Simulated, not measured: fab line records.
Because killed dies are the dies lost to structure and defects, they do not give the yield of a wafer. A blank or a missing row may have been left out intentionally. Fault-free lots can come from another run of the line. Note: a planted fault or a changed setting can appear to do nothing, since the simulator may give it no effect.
Which tool is to blame? ; flow n5-finfet ; route of 1938 steps, sampled at 1 step: 11 lots, 33 wafers

## WHAT THE GAUGES SHOWED, per wafer
N5_BEOL_M9_OVL_MEAS_12.
lot;measured;on;M9_OVL (nm)
L175;day 10 08:59;overlay-02;0.0 0.4 0.2
L174;day 10 09:12;overlay-02;0.7 0.2 1.9
L177;day 11 05:37;overlay-01;-0.4 -0.9 0.4
L178;day 11 10:17;overlay-02;-1.0 -1.4 -2.4
L183;day 12 20:35;overlay-01;-0.6 -0.1 -0.3
L187;day 13 18:49;overlay-02;-0.6 -0.5 -0.4
L189;day 14 04:46;overlay-02;-1.1 -1.4 -0.9
L191;day 14 14:22;overlay-01;0.7 0.4 0.3
L194;day 15 07:37;overlay-02;-0.8 -0.6 -0.7
L197;day 15 23:47;overlay-01;1.1 0.0 0.6
L196;day 16 00:46;overlay-02;-0.5 -0.3 -0.1

## WHAT TOOL EACH LOT RAN ON (gives the tool, then ch and the chambers of the sampled wafers, and finally the start)
Record: no process step prior to these readings.

## THE ANSWER, worked out from the rows above alone
Rule: the lots themselves supply what counts as usual. Put in order of their means at a reading, lots are off if they are a third of the lots or fewer, leave a main group of 4 or more, and stand apart from it by a gap of 3 or more times the standard deviation of the main group's means; of several such gaps the widest counts. Not used: any main group whose means are identical at the precision the tables above print for the reading. A lot without any number at a reading at which 4 lots or more have one is off too. All remaining lots with rows at the step are treated as sound.
No lot is off at any reading shown: from this, nothing can be told.

## WHAT HAD BEEN PUT IN BY THE SIMULATOR
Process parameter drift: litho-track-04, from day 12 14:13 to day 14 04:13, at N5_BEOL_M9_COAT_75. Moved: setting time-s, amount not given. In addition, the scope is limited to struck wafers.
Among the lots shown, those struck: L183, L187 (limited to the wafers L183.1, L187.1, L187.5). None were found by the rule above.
